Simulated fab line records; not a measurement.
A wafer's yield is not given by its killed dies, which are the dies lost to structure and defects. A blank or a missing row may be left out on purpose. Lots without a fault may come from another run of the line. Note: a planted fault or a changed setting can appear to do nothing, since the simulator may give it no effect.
fab line records + flow n5_finfet
record:
- lots: 15
- wafers: 42
- last_day: 18
route steps=1938 shown ZERO_LAYER@15 WELL_APT@29 FIN_SAQP@96
lots that met no fault: taken from a fault-free run of the same line
start_h: the number of hours between the record's first day and the start of the first shown wafer of the lot + wait_h: hours from the lot's prior step to this one + " identical to the entry in the row above + L1.1+2: a row that stands for several wafers + - value missing, or start not given + * or withheld: withheld + < > ~ a bound
route shown NAME@n: NAME is a module with steps in the file, n the number in the route of the first one + usual: the fault-free wafers' mean and standard deviation + same: alike in all rows + chamber/n: place in a boat + sites: readings site by site + _std_site: the values' standard deviation + _edge_site: inner sites' mean taken away from outer sites' mean + radius_mm: how far each site lies from the wafer's centre + mask NAME#n: copy n + behind: the tool/chamber that last shaped the wafer + hold: why the lot went on hold/how many hours it stayed there/how the hold came to an end + device: transistor that didn't switch, given as n, p or np + end of line: the route-end tests of the same wafers + a step with no rows: only its recipe + killed: the dies lost at the first sort to structure and to defects; this is not the yield of the wafer + map: a wafer's dies, x killed, . not, _ none there
set.NAME: the setting that was run; set.NAME@STEP: the one run at that earlier step + model.NAME: the simulator's own value behind a step, which no gauge read
route steps across a sampled set of lots; one table per step, one row per wafer
services: when a tool's chamber went out of use (start_h, in hours from the record's first day, below 0 if earlier), for how many hours, and the reason
== steps ==
step: N5_ZERO_LAYER_ETCH_17
recipe:
- chemistry: CF4
- target: SiO2
- target_depth_a: 120
- time_s: 13.3
- ion_energy_ev: 350
- pressure_mtorr: 40
- source_w: 450
- bias_w: 215
- Ar_flow_sccm: 100
- cf4_flow_sccm: 100
usual:
- chamber_pressure_mTorr: 40.00/0.049
- drypump_motor_current_A: 6.0/0.4
- oes_product_au: 0.76/0.076
- rf_vpp_V: 948/4.1
- showerhead_plenum_p_Torr: 2.13/0.062
- throttle_valve_pct: 15.70/0.25
same:
- time_s: 13.3
| lot.wafer | tool        | chamber | start_h | wait_h | chamber_pressure_mTorr | drypump_motor_current_A | oes_product_au | rf_hours_counter_h | rf_vpp_V | showerhead_plenum_p_Torr | throttle_valve_pct |
|-----------|-------------|---------|---------|--------|------------------------|-------------------------|----------------|--------------------|----------|--------------------------|--------------------|
| L682.1    | rie_diel-03 | 2       | 36.91   | 0.0    | 40.01                  | 6.6                     | 0.77           | 173                | 949      | 2.12                     | 15.61              |
| L682.4    | "           | 3       | "       | "      | 40.01                  | 6.4                     | 0.75           | 166                | 953      | 2.22                     | 15.70              |
| L682.5    | "           | 3       | "       | "      | 40.00                  | 6.4                     | 0.75           | -                  | 954      | 2.22                     | 15.69              |
| L683.3    | rie_diel-01 | 1       | 42.73   | 0.0    | 40.02                  | 6.1                     | 0.67           | 246                | 946      | 2.12                     | 16.08              |
| L683.4    | "           | 3       | "       | "      | 40.00                  | 5.9                     | 0.74           | 158                | 949      | 2.15                     | 15.72              |
| L683.6    | "           | 1       | "       | "      | 40.02                  | 6.1                     | 0.67           | -                  | 946      | 2.12                     | 16.05              |
| L684.1    | rie_diel-01 | 1       | 48.92   | 0.0    | 40.00                  | 6.1                     | 0.67           | 248                | 948      | 2.12                     | 16.06              |
| L684.3    | "           | 3       | "       | "      | 40.06                  | 5.8                     | 0.73           | 160                | 947      | 2.15                     | 15.73              |
| L684.4    | "           | 0       | "       | "      | 40.01                  | 6.2                     | 0.71           | 220                | 953      | 2.20                     | 15.79              |
| L686.3    | rie_diel-01 | 0       | 60.84   | 0.0    | 40.01                  | 6.2                     | 0.70           | 223                | 952      | 2.20                     | 15.77              |
| L686.4    | "           | 3       | "       | "      | 39.98                  | 5.9                     | 0.73           | -                  | 949      | 2.15                     | 15.73              |
| L686.6    | "           | 2       | "       | "      | 40.02                  | 6.0                     | 0.77           | -                  | 953      | 2.23                     | 15.76              |
| L687.5    | rie_diel-02 | 2       | 66.84   | 0.0    | 39.98                  | 5.7                     | 0.71           | -                  | 943      | 2.05                     | 16.08              |
| L687.6    | "           | 1       | "       | "      | 39.97                  | 5.7                     | 0.77           | -                  | 945      | 2.07                     | 16.01              |
| L688.2    | rie_diel-03 | 3       | 72.84   | 0.0    | 39.98                  | 6.4                     | 0.73           | 176                | 954      | 2.22                     | 15.73              |
| L688.4    | "           | 0       | "       | "      | 40.00                  | 5.3                     | 0.82           | 77                 | 951      | 2.16                     | 15.47              |
| L688.6    | "           | 3       | "       | "      | 39.98                  | 6.5                     | 0.73           | -                  | 953      | 2.22                     | 15.71              |
| L689.1    | rie_diel-03 | 1       | 78.86   | 0.0    | 40.01                  | 5.8                     | 0.67           | 232                | 948      | 2.10                     | 15.77              |
| L689.2    | "           | 2       | "       | "      | 40.09                  | 6.6                     | 0.76           | 184                | 948      | 2.12                     | 15.62              |
| L689.6    | "           | 0       | "       | "      | 40.03                  | 5.3                     | 0.82           | -                  | 951      | 2.16                     | 15.49              |
| L691.2    | rie_diel-01 | 1       | 90.78   | 0.0    | 40.01                  | 6.0                     | 0.99           | 2                  | 947      | 2.12                     | 15.61              |
| L691.3    | "           | 3       | "       | "      | 40.02                  | 5.9                     | 0.73           | 175                | 949      | 2.15                     | 15.77              |
| L691.6    | "           | 0       | "       | "      | 40.02                  | 6.2                     | 0.70           | -                  | 952      | 2.20                     | 15.80              |
| L693.2    | rie_diel-03 | 0       | 102.71  | 0.0    | 40.04                  | 5.2                     | 0.81           | 85                 | 950      | 2.16                     | 15.49              |
| L693.4    | "           | 1       | "       | "      | 39.96                  | 5.8                     | 0.66           | 238                | 945      | 2.10                     | 15.77              |
| L693.6    | "           | 2       | "       | "      | 39.98                  | 6.6                     | 0.74           | -                  | 947      | 2.11                     | 15.63              |
| L694.1    | rie_diel-01 | 1       | 108.72  | 0.0    | 40.04                  | 6.0                     | 0.95           | 7                  | 946      | 2.12                     | 15.64              |
| L694.3    | "           | 3       | "       | "      | 40.07                  | 5.9                     | 0.72           | 180                | 948      | 2.14                     | 15.76              |
| L694.5    | "           | 0       | "       | "      | 40.02                  | 6.2                     | 0.69           | -                  | 952      | 2.20                     | 15.82              |
| L695.1    | rie_diel-02 | 0       | 114.87  | 0.0    | 39.99                  | 6.7                     | 0.91           | 31                 | 952      | 2.19                     | 15.25              |
| L695.2    | "           | 3       | "       | "      | 40.04                  | 5.9                     | 0.75           | 163                | 943      | 2.06                     | 15.48              |
| L695.4    | "           | 1       | "       | "      | 40.00                  | 5.8                     | 0.75           | -                  | 945      | 2.07                     | 16.03              |
| L696.1    | rie_diel-03 | 1       | 120.76  | 0.0    | 39.97                  | 5.8                     | 0.66           | 244                | 948      | 2.10                     | 15.80              |
| L696.3    | "           | 0       | "       | "      | 40.02                  | 5.3                     | 0.81           | 90                 | 951      | 2.16                     | 15.52              |
| L696.4    | "           | 3       | "       | "      | 39.98                  | 6.4                     | 0.72           | 190                | 953      | 2.22                     | 15.75              |
| L697.1    | rie_diel-02 | 0       | 126.79  | 0.0    | 39.99                  | 6.6                     | 0.92           | 35                 | 950      | 2.19                     | 15.25              |
| L697.5    | "           | 0       | "       | "      | 40.00                  | 6.7                     | 0.91           | -                  | 951      | 2.19                     | 15.25              |
| L697.6    | "           | 3       | "       | "      | 40.03                  | 5.8                     | 0.75           | -                  | 942      | 2.06                     | 15.50              |
| L699.2    | rie_diel-02 | 1       | 138.89  | 0.0    | 40.00                  | 5.7                     | 0.75           | 145                | 942      | 2.07                     | 16.04              |
| L699.4    | "           | 0       | "       | "      | 40.00                  | 6.7                     | 0.90           | 39                 | 950      | 2.19                     | 15.26              |
| L701.2    | rie_diel-02 | 0       | 150.84  | 0.0    | 40.00                  | 6.7                     | 0.90           | 42                 | 950      | 2.19                     | 15.27              |
| L701.4    | "           | 1       | "       | "      | 39.95                  | 5.7                     | 0.74           | 149                | 943      | 2.06                     | 16.04              |
step: N5_WELL_APT_OVL_MEAS_09
recipe:
- points_per_wafer: 44
usual:
- NWELL_OVL: 1/5
| lot.wafer | tool       | chamber | start_h | wait_h | NWELL_OVL[nm] |
|-----------|------------|---------|---------|--------|---------------|
| L682.1    | overlay-01 | 0       | 37.78   | 0.0    | 1             |
| L682.4    | "          | 0       | "       | "      | -3            |
| L682.5    | "          | 0       | "       | "      | 10            |
| L683.3    | overlay-02 | 0       | 43.75   | 0.0    | 2             |
| L683.4    | "          | 0       | "       | "      | 6             |
| L683.6    | "          | 0       | "       | "      | 2             |
| L684.1    | overlay-01 | 0       | 49.80   | 0.0    | 4             |
| L684.3    | "          | 0       | "       | "      | 1             |
| L684.4    | "          | 0       | "       | "      | -8            |
| L686.3    | overlay-02 | 0       | 61.84   | 0.0    | 1             |
| L686.4    | "          | 0       | "       | "      | 6             |
| L686.6    | "          | 0       | "       | "      | 0             |
| L687.5    | overlay-01 | 0       | 67.81   | 0.0    | 5             |
| L687.6    | "          | 0       | "       | "      | 4             |
| L688.2    | overlay-02 | 0       | 73.71   | 0.0    | 3             |
| L688.4    | "          | 0       | "       | "      | 6             |
| L688.6    | "          | 0       | "       | "      | 7             |
| L689.1    | overlay-02 | 0       | 79.88   | 0.0    | -10           |
| L689.2    | "          | 0       | "       | "      | 6             |
| L689.6    | "          | 0       | "       | "      | 2             |
| L691.2    | overlay-02 | 0       | 91.98   | 0.0    | -4            |
| L691.3    | "          | 0       | "       | "      | 2             |
| L691.6    | "          | 0       | "       | "      | 5             |
| L693.2    | overlay-02 | 0       | 103.71  | 0.0    | -10           |
| L693.4    | "          | 0       | "       | "      | -3            |
| L693.6    | "          | 0       | "       | "      | -9            |
| L694.1    | overlay-01 | 0       | 109.71  | 0.0    | -3            |
| L694.3    | "          | 0       | "       | "      | -1            |
| L694.5    | "          | 0       | "       | "      | -2            |
| L695.1    | overlay-02 | 0       | 115.86  | 0.0    | 3             |
| L695.2    | "          | 0       | "       | "      | 1             |
| L695.4    | "          | 0       | "       | "      | 5             |
| L696.1    | overlay-01 | 0       | 121.66  | 0.0    | 7             |
| L696.3    | "          | 0       | "       | "      | -1            |
| L696.4    | "          | 0       | "       | "      | 10            |
| L697.1    | overlay-01 | 0       | 127.66  | 0.0    | 8             |
| L697.5    | "          | 0       | "       | "      | 8             |
| L697.6    | "          | 0       | "       | "      | 2             |
| L699.2    | overlay-02 | 0       | 139.89  | 0.0    | -5            |
| L699.4    | "          | 0       | "       | "      | 3             |
| L701.2    | overlay-01 | 0       | 151.71  | 0.0    | -4            |
| L701.4    | "          | 0       | "       | "      | -5            |
step: N5_WELL_APT_EXPOSE_22
recipe:
- mask_id: PWELL
- na: 0.8
- source_shape: conventional
- sigma_outer: 0.8
- polarization: unpolarized
- defocus_nm: 0
- target_cd_nm: 200
- dose_mj: 23.2
usual:
- exposure_dose_mJ_cm2: 23.194/0.027
- focus_offset_nm: 0.0/0.61
- stage_vel_mm_s: 500.02/0.24
| lot.wafer | tool           | chamber | start_h | wait_h | mask    | exposure_dose_mJ_cm2 | focus_offset_nm | stage_vel_mm_s |
|-----------|----------------|---------|---------|--------|---------|----------------------|-----------------|----------------|
| L682.1    | krf_scanner-02 | 0       | 38.82   | -      | PWELL#0 | 23.213               | -0.5            | 500.07         |
| L682.4    | "              | 0       | "       | "      | PWELL#0 | 23.222               | -0.1            | 500.39         |
| L682.5    | "              | 0       | "       | "      | PWELL#0 | 23.187               | 0.1             | 500.39         |
| L683.3    | krf_scanner-02 | 0       | 44.83   | -      | PWELL#0 | 23.198               | 1.4             | 499.63         |
| L683.4    | "              | 0       | "       | "      | PWELL#0 | 23.224               | 0.5             | 499.67         |
| L683.6    | "              | 0       | "       | "      | PWELL#0 | 23.219               | -0.3            | 500.04         |
| L684.1    | krf_scanner-01 | 0       | 50.84   | -      | PWELL#0 | 23.173               | 0.1             | 500.28         |
| L684.3    | "              | 0       | "       | "      | PWELL#0 | 23.177               | 0.3             | 500.17         |
| L684.4    | "              | 0       | "       | "      | PWELL#0 | 23.147               | 0.7             | 500.41         |
| L686.3    | krf_scanner-02 | 0       | 62.97   | -      | PWELL#0 | 23.215               | 0.4             | 500.12         |
| L686.4    | "              | 0       | "       | "      | PWELL#0 | 23.229               | 0.0             | 500.04         |
| L686.6    | "              | 0       | "       | "      | PWELL#0 | 23.253               | 0.6             | 500.05         |
| L687.5    | krf_scanner-01 | 0       | 68.88   | -      | PWELL#0 | 23.182               | 0.3             | 500.07         |
| L687.6    | "              | 0       | "       | "      | PWELL#0 | 23.198               | -0.3            | 500.27         |
| L688.2    | krf_scanner-02 | 0       | 75.02   | -      | PWELL#0 | 23.180               | 0.1             | 499.97         |
| L688.4    | "              | 0       | "       | "      | PWELL#0 | 23.164               | -0.5            | 499.92         |
| L688.6    | "              | 0       | "       | "      | PWELL#0 | 23.195               | 0.5             | 500.00         |
| L689.1    | krf_scanner-01 | 0       | 80.94   | -      | PWELL#0 | 23.228               | -0.2            | 500.11         |
| L689.2    | "              | 0       | "       | "      | PWELL#0 | 23.201               | -0.3            | 500.11         |
| L689.6    | "              | 0       | "       | "      | PWELL#0 | 23.177               | 0.4             | 499.90         |
| L691.2    | krf_scanner-01 | 0       | 92.94   | -      | PWELL#0 | 23.212               | 0.3             | 500.04         |
| L691.3    | "              | 0       | "       | "      | PWELL#0 | 23.194               | 0.3             | 499.98         |
| L691.6    | "              | 0       | "       | "      | PWELL#0 | 23.199               | 0.7             | 499.73         |
| L693.2    | krf_scanner-01 | 0       | 104.64  | -      | PWELL#0 | 23.195               | 0.4             | 500.25         |
| L693.4    | "              | 0       | "       | "      | PWELL#0 | 23.182               | 0.1             | 499.72         |
| L693.6    | "              | 0       | "       | "      | PWELL#0 | 23.207               | -0.3            | 499.85         |
| L694.1    | krf_scanner-02 | 0       | 110.79  | -      | PWELL#0 | 23.164               | 0.2             | 499.93         |
| L694.3    | "              | 0       | "       | "      | PWELL#0 | 23.160               | -0.6            | 499.96         |
| L694.5    | "              | 0       | "       | "      | PWELL#0 | 23.133               | 1.4             | 499.71         |
| L695.1    | krf_scanner-02 | -       | 116.79  | -      | PWELL#0 | -                    | -               | -              |
| L695.2    | "              | -       | "       | "      | PWELL#0 | -                    | -               | -              |
| L695.4    | "              | -       | "       | "      | PWELL#0 | -                    | -               | -              |
| L696.1    | krf_scanner-01 | -       | 122.70  | -      | PWELL#0 | -                    | -               | -              |
| L696.3    | "              | -       | "       | "      | PWELL#0 | -                    | -               | -              |
| L696.4    | "              | -       | "       | "      | PWELL#0 | -                    | -               | -              |
| L697.1    | krf_scanner-01 | -       | 128.66  | -      | PWELL#0 | -                    | -               | -              |
| L697.5    | "              | -       | "       | "      | PWELL#0 | -                    | -               | -              |
| L697.6    | "              | -       | "       | "      | PWELL#0 | -                    | -               | -              |
| L699.2    | krf_scanner-01 | 0       | 141.02  | -      | PWELL#0 | 23.158               | -0.7            | 499.97         |
| L699.4    | "              | 0       | "       | "      | PWELL#0 | 23.198               | 0.1             | 500.17         |
| L701.2    | krf_scanner-02 | 0       | 152.76  | -      | PWELL#0 | 23.163               | 1.1             | 500.53         |
| L701.4    | "              | 0       | "       | "      | PWELL#0 | 23.195               | 1.1             | 500.38         |
step: N5_FIN_SAQP_HM_DEP_03
recipe:
- material: SiNx
- target_thk_a: 380
- temp_c: 400
- precursor: SiH4/NH3/N2
- pressure_torr: 1.5
- rf_w: 300
- time_s: 33.6
usual:
- heater_power_w: 793/84
- showerhead_plenum_p_Torr: 5.15/0.079
- susceptor_temp_C: 400.03/0.2
- throttle_valve_pct: 39.3/1.2
same:
- time_s: 33.6
| lot.wafer | tool     | chamber | start_h | wait_h | heater_power_w | showerhead_plenum_p_Torr | susceptor_temp_C | throttle_valve_pct |
|-----------|----------|---------|---------|--------|----------------|--------------------------|------------------|--------------------|
| L682.1    | pecvd-02 | 0       | 44.81   | 0.2    | 848            | 5.15                     | 399.82           | 39.7               |
| L682.4    | "        | 0       | "       | "      | 850            | 5.14                     | 399.76           | 39.7               |
| L682.5    | "        | 1       | "       | "      | 974            | 5.22                     | 399.87           | 39.1               |
| L683.3    | pecvd-02 | 0       | 51.19   | 0.2    | 849            | 5.14                     | 400.05           | 39.6               |
| L683.4    | "        | 0       | "       | "      | 869            | 5.14                     | 400.36           | 39.8               |
| L683.6    | "        | 2       | "       | "      | 787            | 5.17                     | 399.72           | 37.9               |
| L684.1    | pecvd-01 | 2       | 57.50   | 0.2    | 745            | 5.16                     | 400.17           | 38.8               |
| L684.3    | "        | 1       | "       | "      | 901            | 5.24                     | 400.14           | 37.9               |
| L684.4    | "        | 2       | "       | "      | 739            | 5.17                     | 400.02           | 38.6               |
| L686.3    | pecvd-02 | 2       | 69.29   | 0.2    | 697            | 5.18                     | 399.69           | 38.2               |
| L686.4    | "        | 0       | "       | "      | 888            | 5.14                     | 400.25           | 39.8               |
| L686.6    | "        | 1       | "       | "      | 892            | 5.23                     | 400.31           | 39.1               |
| L687.5    | pecvd-01 | 2       | 76.61   | 0.1    | 778            | 5.16                     | 399.99           | 38.6               |
| L687.6    | "        | 1       | "       | "      | 788            | 5.24                     | 399.96           | 37.9               |
| L688.2    | pecvd-03 | 0       | 80.78   | 0.2    | 673            | 5.13                     | 400.18           | 38.6               |
| L688.4    | "        | 0       | "       | "      | 700            | 5.13                     | 399.85           | 38.8               |
| L688.6    | "        | 2       | "       | "      | 763            | 5.14                     | 400.06           | 40.1               |
| L689.1    | pecvd-02 | 2       | 86.75   | 0.2    | 652            | 5.17                     | 400.06           | 38.2               |
| L689.2    | "        | 1       | "       | "      | 1021           | 5.21                     | 400.05           | 39.3               |
| L689.6    | "        | 1       | "       | "      | 1004           | 5.23                     | 400.34           | 39.1               |
| L691.2    | pecvd-03 | 2       | 101.22  | 0.2    | 688            | 5.15                     | 400.20           | 40.0               |
| L691.3    | "        | 0       | "       | "      | 712            | 5.11                     | 400.30           | 39.0               |
| L691.6    | "        | 0       | "       | "      | 713            | 5.13                     | 400.23           | 39.0               |
| L693.2    | pecvd-03 | 0       | 110.83  | 0.2    | 727            | 5.11                     | 400.33           | 39.2               |
| L693.4    | "        | 0       | "       | "      | 726            | 5.13                     | 400.26           | 39.2               |
| L693.6    | "        | 1       | "       | "      | 773            | 4.97                     | 399.90           | 41.2               |
| L694.1    | pecvd-01 | 2       | 116.91  | 0.2    | 819            | 5.16                     | 399.87           | 38.8               |
| L694.3    | "        | 1       | "       | "      | 883            | 5.25                     | 400.22           | 37.8               |
| L694.5    | "        | 0       | "       | "      | 773            | 5.25                     | 399.90           | 37.4               |
| L699.2    | pecvd-03 | 0       | 147.35  | 0.2    | 731            | 5.12                     | 399.92           | 39.4               |
| L699.4    | "        | 0       | "       | "      | 726            | 5.12                     | 399.59           | 39.0               |
| L701.2    | pecvd-03 | 1       | 160.24  | 0.2    | 839            | 4.99                     | 400.16           | 41.0               |
| L701.4    | "        | 0       | "       | "      | 724            | 5.12                     | 400.44           | 39.5               |
== services ==
| tool           | chamber | start_h | hours | kind        |
|----------------|---------|---------|-------|-------------|
| pecvd-02       | 1       | 13.03   | 3.6   | repair      |
| krf_scanner-01 | -       | 18.04   | 0.8   | pm          |
| pecvd-01       | -       | 18.91   | 0.8   | repair      |
| krf_scanner-01 | -       | 26.44   | 1.3   | pm          |
| rie_diel-02    | 1       | 37.33   | 11.9  | repair      |
| krf_scanner-01 | -       | 42.64   | 3.6   | pm          |
| krf_scanner-02 | -       | 46.23   | 0.7   | repair      |
| rie_diel-02    | -       | 53.57   | 1.2   | repair      |
| rie_diel-01    | 1       | 55.31   | -     | clean       |
| pecvd-01       | 0       | 76.29   | 13.2  | repair      |
| krf_scanner-02 | -       | 83.91   | 0.7   | repair      |
| krf_scanner-02 | -       | 93.47   | 1.0   | pm          |
| pecvd-01       | 2       | 104.13  | 4.0   | repair      |
| pecvd-03       | -       | 107.65  | 2.9   | repair      |
| krf_scanner-01 | -       | 112.08  | 0.4   | repair      |
| rie_diel-02    | 2       | 114.71  | 9.7   | repair      |
| krf_scanner-02 | -       | 119.22  | 0.5   | repair      |
| krf_scanner-02 | -       | 122.16  | 1.3   | pm          |
| krf_scanner-01 | 0       | 128.13  | -     | calibration |
| pecvd-01       | 2       | 131.50  | 6.3   | repair      |
| krf_scanner-02 | 0       | 131.66  | -     | calibration |
| krf_scanner-01 | -       | 133.57  | 2.4   | repair      |
| krf_scanner-02 | -       | 139.81  | 0.8   | pm          |
| rie_diel-02    | 3       | 159.82  | 13.2  | repair      |
== key ==
first_sign:
- step: N5_WELL_APT_EXPOSE_22
- reading: tool_record
- direction: missing
effect none on later readings
met_at N5_WELL_APT_EXPOSE_22
struck_lots L695,L696,L697
later_rows_left_out L695.1,L695.2,L695.4,L696.1,L696.3,L696.4,L697.1,L697.5,L697.6
sort_left_out L695.1,L695.2,L695.4,L696.1,L696.3,L696.4,L697.1,L697.5,L697.6
not_acting_at N5_ZERO_LAYER_ETCH_17,N5_WELL_APT_OVL_MEAS_09,N5_FIN_SAQP_HM_DEP_03
onset_between 110.79 116.79
fault:
- kind: skipped_step_whole
- tool: krf_scanner-01,krf_scanner-02
- chamber: -
- onset_h: 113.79
- steps: N5_WELL_APT_EXPOSE_22
- scope: struck_lots_only
sort_left_out: the simulated sort isn't trusted on such a fault, so these wafers' sort isn't shown, and their yield isn't known
later_rows_left_out: the simulator's readings of these wafers behind a module that went badly wrong aren't trusted and aren't shown, but for the sort
